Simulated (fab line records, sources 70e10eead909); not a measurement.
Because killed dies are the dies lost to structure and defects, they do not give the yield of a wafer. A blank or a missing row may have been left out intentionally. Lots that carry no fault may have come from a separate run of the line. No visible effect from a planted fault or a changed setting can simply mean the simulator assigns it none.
Matching of chambers | flow nand_harc | rie_diel-11 running NHARC_P_M0_STRIP_18: 4 sister chambers
The step strips in N2/H2. 16 wafers are shown with their chamber, then 8 later ones without.

== WAFERS PAIRED WITH THEIR CHAMBERS ==
wafer  | chamber | drypump_motor_current_A (A) | oes_product_au (a.u.) | n2_flow_sccm (sccm)
L075.2 | 2       | 6.5                         | 1.009                 | 150.1
L075.5 | 2       | 6.5                         | 1.013                 | 149.7
L075.6 | 3       | 5.8                         | 0.999                 | 149.6
L077.1 | 2       | 6.6                         | 1.004                 | 149.9
L077.5 | 1       | 6.1                         | 0.995                 | 150.8
L077.6 | 2       | 6.5                         | 1.007                 | 149.8
L078.1 | 1       | 6.1                         | 1.000                 | 150.2
L078.4 | 3       | 5.8                         | 1.002                 | 150.4
L078.5 | 3       | 5.8                         | 1.003                 | 149.2
L079.1 | 1       | 6.1                         | 0.993                 | 149.9
L079.3 | 2       | 6.6                         | 0.998                 | 149.6
L079.5 | 0       | 6.0                         | 0.995                 | 150.6
L080.4 | 1       | 6.1                         | 0.991                 | 150.4
L080.5 | 0       | 6.0                         | 1.000                 | 149.9
L080.6 | 1       | 6.1                         | 0.983                 | 150.0
L083.1 | 1       | 6.1                         | 1.002                 | 150.1

SIGNATURES (means of the wafers above)
reading                 | chamber 0 | chamber 1 | chamber 2 | chamber 3 | scatter within a chamber
drypump_motor_current_A | 6.000     | 6.100     | 6.540     | 5.800     | 0.0316
oes_product_au          | 0.99750   | 0.99400   | 1.00620   | 1.00133   | 0.00563
n2_flow_sccm            | 150.250   | 150.233   | 149.820   | 149.733   | 0.373
Rule: distance of a wafer from a chamber = root of the sum over the readings of ((wafer's reading minus chamber's mean) / reading's scatter) squared. The wafer belongs to the nearest chamber; if the next one is less than 2 further off, it can't be placed. How the scatter is found: for the shown wafers, subtract from each reading the mean of its chamber, square and add these, divide the total by (wafers less chambers), then take the root.

== WAFERS MISSING THEIR CHAMBER ==
wafer  | drypump_motor_current_A (A) | oes_product_au (a.u.) | n2_flow_sccm (sccm)
L083.4 | 6.6                         | 1.007                 | 150.4
L083.5 | 6.0                         | 1.003                 | 149.9
L085.2 | 6.6                         | 1.010                 | 149.5
L085.3 | 6.1                         | 0.987                 | 150.1
L085.6 | 6.1                         | 0.982                 | 150.0
L084.1 | 5.8                         | 0.997                 | 150.9
L084.3 | 6.1                         | 0.988                 | 150.6
L084.6 | 6.6                         | 1.000                 | 150.5

== WHICH CHAMBER EACH ONE RAN IN ==
wafer  | from the rows above | in truth
L083.4 | 2                   | 2
L083.5 | 0                   | 0
L085.2 | 2                   | 2
L085.3 | 1                   | 1
L085.6 | 1                   | 1
L084.1 | 3                   | 3
L084.3 | 1                   | 1
L084.6 | 2                   | 2
Correctly placed: 8 of 8. Left unplaced by these rows: 0. Number placed wrongly: 0.
